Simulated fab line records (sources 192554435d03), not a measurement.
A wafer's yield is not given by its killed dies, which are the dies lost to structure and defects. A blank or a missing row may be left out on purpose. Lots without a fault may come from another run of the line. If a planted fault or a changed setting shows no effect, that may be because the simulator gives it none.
Which tool was responsible? -- flow n5 finfet -- Sampling: 24 lots, 72 wafers, 6 of 1938 route steps

## WHAT EACH GAUGE READ, for each wafer
Not one reading of a measure or inspect step in the record can be checked against a usual standard deviation.

## TOOL THAT RAN EACH LOT (tool first, then ch and the chambers of the sampled wafers, then the start)
lot,N5_BEOL_M2_ETCHBACK_99,N5_BEOL_M2_PRE_CLEAN_45,N5_BEOL_M2_SPUTTER_81,N5_BEOL_M2_ANNEAL_89,N5_BEOL_M2_SPUTTER_96,N5_BEOL_M2_PRE_CLEAN_60
L074,"rie diel-02 ch 0,2, day 7 02:27","pvd sputter-03, day 7 03:19","pvd sputter-03, day 7 04:21","pvd sputter-03, day 7 04:52","pvd sputter-03, day 7 05:40","cvd co-02 ch 0,2, day 7 06:29"
L075,"rie diel-04 ch 1,2,3, day 7 02:31","pvd sputter-02, day 7 03:22","pvd sputter-01, day 7 04:31","pvd sputter-01, day 7 05:02","pvd sputter-01, day 7 05:50","cvd co-02 ch 1,2, day 7 06:46"
L076,"rie diel-04 ch 1,3, day 7 07:07","pvd sputter-02, day 7 08:11","pvd sputter-03, day 7 10:05","pvd sputter-03, day 7 10:37","pvd sputter-03, day 7 11:25","cvd co-01 ch 1,2, day 7 12:14"
L077,"rie diel-03 ch 1,2,3, day 7 15:38","pvd sputter-01, day 7 16:32","pvd sputter-03, day 7 17:38","pvd sputter-03, day 7 18:09","pvd sputter-03, day 7 18:57","cvd co-02 ch 1,2, day 7 19:47"
L078,"rie diel-03 ch 0,2, day 7 20:09","pvd sputter-02, day 7 20:57","pvd sputter-01, day 7 22:13","pvd sputter-01, day 7 22:44","pvd sputter-01, day 7 23:32","cvd co-01 ch 0,1,2, day 8 00:22"
L079,"rie diel-03 ch 0,3, day 8 14:10","pvd sputter-03, day 8 14:52","pvd sputter-02, day 8 15:58","pvd sputter-02, day 8 16:29","pvd sputter-02, day 8 17:17","cvd co-02 ch 1,2, day 8 18:07"
L080,"rie diel-04 ch 1,2,3, day 8 14:15","pvd sputter-02, day 8 14:56","pvd sputter-01, day 8 16:11","pvd sputter-01, day 8 16:42","pvd sputter-01, day 8 17:30","cvd co-01 ch 0,1,2, day 8 18:22"
L081,"rie diel-03 ch 1,3, day 8 20:47","pvd sputter-03, day 8 21:46","pvd sputter-01, day 9 00:33","pvd sputter-01, day 9 01:04","pvd sputter-01, day 9 01:52","cvd co-02 ch 0,1, day 9 02:42"
L082,"rie diel-02 ch 0,3, day 8 23:38","pvd sputter-03, day 9 00:36","pvd sputter-03, day 9 01:49","pvd sputter-03, day 9 02:20","pvd sputter-03, day 9 03:08","cvd co-02 ch 1,2, day 9 03:59"
L084,"rie diel-02 ch 0,2,3, day 9 01:49","pvd sputter-01, day 9 03:02","pvd sputter-01, day 9 04:09","pvd sputter-01, day 9 04:40","pvd sputter-01, day 9 05:28","cvd co-02 ch 0,1, day 9 06:20"
L083,"rie diel-02 ch 0,1,2, day 9 02:32","pvd sputter-02, day 9 03:28","pvd sputter-03, day 9 04:46","pvd sputter-03, day 9 05:17","pvd sputter-03, day 9 06:05","cvd co-02 ch 0,1, day 9 07:57"
L085,"rie diel-02 ch 2,3, day 9 18:28","pvd sputter-02, day 9 19:26","pvd sputter-03, day 9 20:37","pvd sputter-03, day 9 21:08","pvd sputter-03, day 9 21:56","cvd co-01 ch 0,1, day 9 23:16"
L086,"rie diel-03 ch 1,2, day 9 22:13","pvd sputter-03, day 9 22:53","pvd sputter-02, day 10 01:01","pvd sputter-02, day 10 01:32","pvd sputter-02, day 10 02:20","cvd co-02 ch 0,1, day 10 03:10"
L088,"rie diel-03 ch 0,2,3, day 10 16:53","pvd sputter-01, day 10 18:10","pvd sputter-02, day 10 19:34","pvd sputter-02, day 10 20:05","pvd sputter-02, day 10 20:53","cvd co-01 ch 0,1, day 10 21:43"
L090,"rie diel-03 ch 2,3, day 10 17:41","pvd sputter-02, day 10 18:30","pvd sputter-03, day 10 20:10","pvd sputter-03, day 10 22:17","pvd sputter-03, day 10 23:05","cvd co-02 ch 0,2, day 10 23:54"
L089,"rie diel-04 ch 0,1, day 10 17:43","pvd sputter-02, day 10 18:37","pvd sputter-01, day 10 19:44","pvd sputter-01, day 10 20:16","pvd sputter-01, day 10 21:04","cvd co-02 ch 0,1,2, day 10 21:55"
L087,"rie diel-03 ch 0,1,2, day 11 09:26","pvd sputter-03, day 11 10:04","pvd sputter-01, day 11 11:22","pvd sputter-01, day 11 11:53","pvd sputter-01, day 11 12:41","cvd co-01 ch 0,1, day 11 13:31"
L092,"rie diel-03 ch 0,2, day 11 10:08","pvd sputter-03, day 11 10:56","pvd sputter-03, day 11 12:01","pvd sputter-03, day 11 12:32","pvd sputter-03, day 11 13:20","cvd co-02 ch 0,2, day 11 14:09"
L093,"rie diel-02 ch 1,2,3, day 11 12:55","pvd sputter-01, day 11 14:09","pvd sputter-03, day 11 15:42","pvd sputter-03, day 11 16:13","pvd sputter-03, day 11 17:01","cvd co-01 ch 0,1, day 11 17:50"
L094,"rie diel-03 ch 0,3, day 11 21:35","pvd sputter-03, day 11 22:54","pvd sputter-03, day 12 00:08","pvd sputter-03, day 12 00:40","pvd sputter-03, day 12 01:28","cvd co-01 ch 0,1, day 12 02:17"
L091,"rie diel-02 ch 1,2,3, day 11 22:19","pvd sputter-03, day 11 23:10","pvd sputter-03, day 12 01:59","pvd sputter-03, day 12 02:30","pvd sputter-03, day 12 03:18","cvd co-01 ch 0,1, day 12 04:20"
L095,"rie diel-04 ch 2,3, day 11 22:31","pvd sputter-03, day 11 23:28","pvd sputter-02, day 12 02:08","pvd sputter-02, day 12 02:40","pvd sputter-02, day 12 03:28","cvd co-01 ch 0,1, day 12 04:52"
L096,"rie diel-02 ch 1,2, day 12 07:40","pvd sputter-03, day 12 08:40","pvd sputter-01, day 12 09:49","pvd sputter-01, day 12 10:20","pvd sputter-01, day 12 11:08","cvd co-02 ch 1,2, day 12 11:57"
L097,"rie diel-04 ch 1,3, day 12 13:04","pvd sputter-03, day 12 14:07","pvd sputter-02, day 12 16:41","pvd sputter-02, day 12 17:12","pvd sputter-02, day 12 18:00","cvd co-02 ch 0,2, day 12 18:49"
- N5_BEOL_M2_ETCHBACK_99: etches SiO2 in CHF3, target depth 5 nm, time 10.4 s.
- N5_BEOL_M2_PRE_CLEAN_45: time 30 s.
- N5_BEOL_M2_SPUTTER_81: material Cu, target thk 4.5 nm, time 8.29 s.
- N5_BEOL_M2_ANNEAL_89: time 240 s.
- N5_BEOL_M2_SPUTTER_96: material Cu, target thk 4.5 nm, time 8.29 s.
- N5_BEOL_M2_PRE_CLEAN_60: time 15 s.

## WHAT THE TOOLS THEMSELVES READ (means of the sampled wafers that have a number; where no wafer has one, the mark that the record gives instead)
N5_BEOL_M2_ETCHBACK_99. Usual: drypump motor current A 5.9 A, standard deviation 0.36; oes_f_703_au 0.77 a.u., standard deviation 0.072; oes product au 0.77 a.u., standard deviation 0.074; rf vpp V 241 V, standard deviation 4.6; showerhead plenum p Torr 2.14 Torr, standard deviation 0.071; throttle valve pct 17.06 %, standard deviation 0.18.
lot,tool,drypump motor current A (A),oes_f_703_au (a.u.),oes product au (a.u.),rf vpp V (V),showerhead plenum p Torr (Torr),throttle valve pct (%),flag
L074,rie diel-02,6.2,0.82,0.82,240,2.14,16.96,
L075,rie diel-04,5.8,0.83,0.83,243,2.13,16.94,
L076,rie diel-04,5.5,0.89,0.89,245,2.16,16.90,
L077,rie diel-03,6.1,0.74,0.74,239,2.12,17.18,
L078,rie diel-03,5.9,0.76,0.76,240,2.10,16.95,
L079,rie diel-03,6.0,0.72,0.74,244,2.06,17.07,
L080,rie diel-04,5.8,0.80,0.81,244,2.13,16.96,
L081,rie diel-03,6.1,0.70,0.71,243,2.07,17.30,
L082,rie diel-02,5.8,0.87,0.89,245,2.17,17.10,
L084,rie diel-02,5.9,0.81,0.83,242,2.18,17.04,
L083,rie diel-02,6.1,0.76,0.75,240,2.15,17.01,
L085,rie diel-02,5.8,0.76,0.79,243,2.22,17.08,
L086,rie diel-03,6.0,0.77,0.76,235,2.15,17.11,
L088,rie diel-03,5.9,0.73,0.73,241,2.09,17.12,
L090,rie diel-03,5.8,0.72,0.72,240,2.09,17.25,
L089,rie diel-04,5.9,0.87,0.86,238,2.22,16.72,
L087,rie diel-03,6.1,0.73,0.73,237,2.11,17.12,
L092,rie diel-03,5.8,0.76,0.75,237,2.12,17.03,
L093,rie diel-02,5.8,0.74,0.74,242,2.19,17.10,
L094,rie diel-03,6.0,0.70,0.71,243,2.05,17.13,
L091,rie diel-02,5.8,0.73,0.74,243,2.19,17.10,
L095,rie diel-04,5.5,0.80,0.80,248,2.16,17.13,
L096,rie diel-02,5.9,0.69,0.69,241,2.19,17.06,
L097,rie diel-04,5.9,0.81,0.81,240,2.10,16.87,

N5_BEOL_M2_PRE_CLEAN_45. Usual: heater power w 337 W, standard deviation 35.
lot,tool,heater power w (W),flag
L074,pvd sputter-03,328,
L075,pvd sputter-02,338,
L076,pvd sputter-02,359,
L077,pvd sputter-01,325,
L078,pvd sputter-02,380,
L079,pvd sputter-03,327,
L080,pvd sputter-02,322,
L081,pvd sputter-03,328,
L082,pvd sputter-03,327,
L084,pvd sputter-01,336,
L083,pvd sputter-02,395,
L085,pvd sputter-02,398,
L086,pvd sputter-03,333,
L088,pvd sputter-01,346,
L090,pvd sputter-02,393,
L089,pvd sputter-02,372,
L087,pvd sputter-03,338,
L092,pvd sputter-03,331,
L093,pvd sputter-01,321,
L094,pvd sputter-03,335,
L091,pvd sputter-03,329,
L095,pvd sputter-03,321,
L096,pvd sputter-03,315,
L097,pvd sputter-03,327,

N5_BEOL_M2_SPUTTER_81. Usual: throttle valve pct 30.1 %, standard deviation 1.
lot,tool,throttle valve pct (%),flag
L074,pvd sputter-03,30.8,
L075,pvd sputter-01,29.5,
L076,pvd sputter-03,30.3,
L077,pvd sputter-03,30.7,
L078,pvd sputter-01,29.8,
L079,pvd sputter-02,29.2,
L080,pvd sputter-01,29.8,
L081,pvd sputter-01,29.5,
L082,pvd sputter-03,31.2,
L084,pvd sputter-01,29.9,
L083,pvd sputter-03,30.1,
L085,pvd sputter-03,30.3,
L086,pvd sputter-02,29.8,
L088,pvd sputter-02,29.4,
L090,pvd sputter-03,30.9,
L089,pvd sputter-01,29.5,
L087,pvd sputter-01,29.6,
L092,pvd sputter-03,30.9,
L093,pvd sputter-03,30.9,
L094,pvd sputter-03,30.9,
L091,pvd sputter-03,30.9,
L095,pvd sputter-02,29.3,
L096,pvd sputter-01,29.3,
L097,pvd sputter-02,29.6,

N5_BEOL_M2_ANNEAL_89. Usual: heater power w 832 W, standard deviation 76.
lot,tool,heater power w (W),flag
L074,pvd sputter-03,854,
L075,pvd sputter-01,906,
L076,pvd sputter-03,829,
L077,pvd sputter-03,843,
L078,pvd sputter-01,861,
L079,pvd sputter-02,934,
L080,pvd sputter-01,828,
L081,pvd sputter-01,867,
L082,pvd sputter-03,793,
L084,pvd sputter-01,910,
L083,pvd sputter-03,838,
L085,pvd sputter-03,831,
L086,pvd sputter-02,869,
L088,pvd sputter-02,921,
L090,pvd sputter-03,770,
L089,pvd sputter-01,869,
L087,pvd sputter-01,805,
L092,pvd sputter-03,819,
L093,pvd sputter-03,823,
L094,pvd sputter-03,821,
L091,pvd sputter-03,819,
L095,pvd sputter-02,937,
L096,pvd sputter-01,805,
L097,pvd sputter-02,787,

N5_BEOL_M2_SPUTTER_96. Usual: throttle valve pct 30.1 %, standard deviation 1.
lot,tool,throttle valve pct (%),flag
L074,pvd sputter-03,30.7,
L075,pvd sputter-01,29.6,
L076,pvd sputter-03,30.2,
L077,pvd sputter-03,30.8,
L078,pvd sputter-01,29.8,
L079,pvd sputter-02,29.1,
L080,pvd sputter-01,29.7,
L081,pvd sputter-01,29.3,
L082,pvd sputter-03,31.2,
L084,pvd sputter-01,29.8,
L083,pvd sputter-03,30.4,
L085,pvd sputter-03,30.1,
L086,pvd sputter-02,29.6,
L088,pvd sputter-02,29.0,
L090,pvd sputter-03,30.7,
L089,pvd sputter-01,29.5,
L087,pvd sputter-01,29.6,
L092,pvd sputter-03,31.0,
L093,pvd sputter-03,30.9,
L094,pvd sputter-03,31.2,
L091,pvd sputter-03,30.9,
L095,pvd sputter-02,29.2,
L096,pvd sputter-01,29.4,
L097,pvd sputter-02,29.6,

N5_BEOL_M2_PRE_CLEAN_60. Usual: heater power w 95 W, standard deviation 15.
lot,tool,heater power w (W),flag
L074,cvd co-02,105,
L075,cvd co-02,112,
L076,cvd co-01,76,
L077,cvd co-02,100,
L078,cvd co-01,79,
L079,cvd co-02,112,
L080,cvd co-01,80,
L081,cvd co-02,92,
L082,cvd co-02,111,
L084,cvd co-02,94,
L083,cvd co-02,92,
L085,cvd co-01,85,
L086,cvd co-02,92,
L088,cvd co-01,87,
L090,cvd co-02,107,
L089,cvd co-02,102,
L087,cvd co-01,85,
L092,cvd co-02,108,
L093,cvd co-01,87,
L094,cvd co-01,85,
L091,cvd co-01,85,
L095,cvd co-01,87,
L096,cvd co-02,112,
L097,cvd co-02,104,

## THE ANSWER, worked out from the rows above alone
Rule: a lot counts as off when the mean over its wafers that have a number is more than 3 standard deviations away from the usual mean. A lot without any number at a reading at which 4 lots or more have one is off too. Any other lot the step has rows for is counted as sound. After the gauges, taken in route order, come the tools' own readings; for these a lot's mean is taken, as printed above. The first step at which some lot is off is used, and at that step the reading that is off furthest; a lot without a number counts as furthest.
Across all readings shown, no lot is off: no conclusion can be drawn from this.

## WHAT HAD BEEN PUT IN BY THE SIMULATOR
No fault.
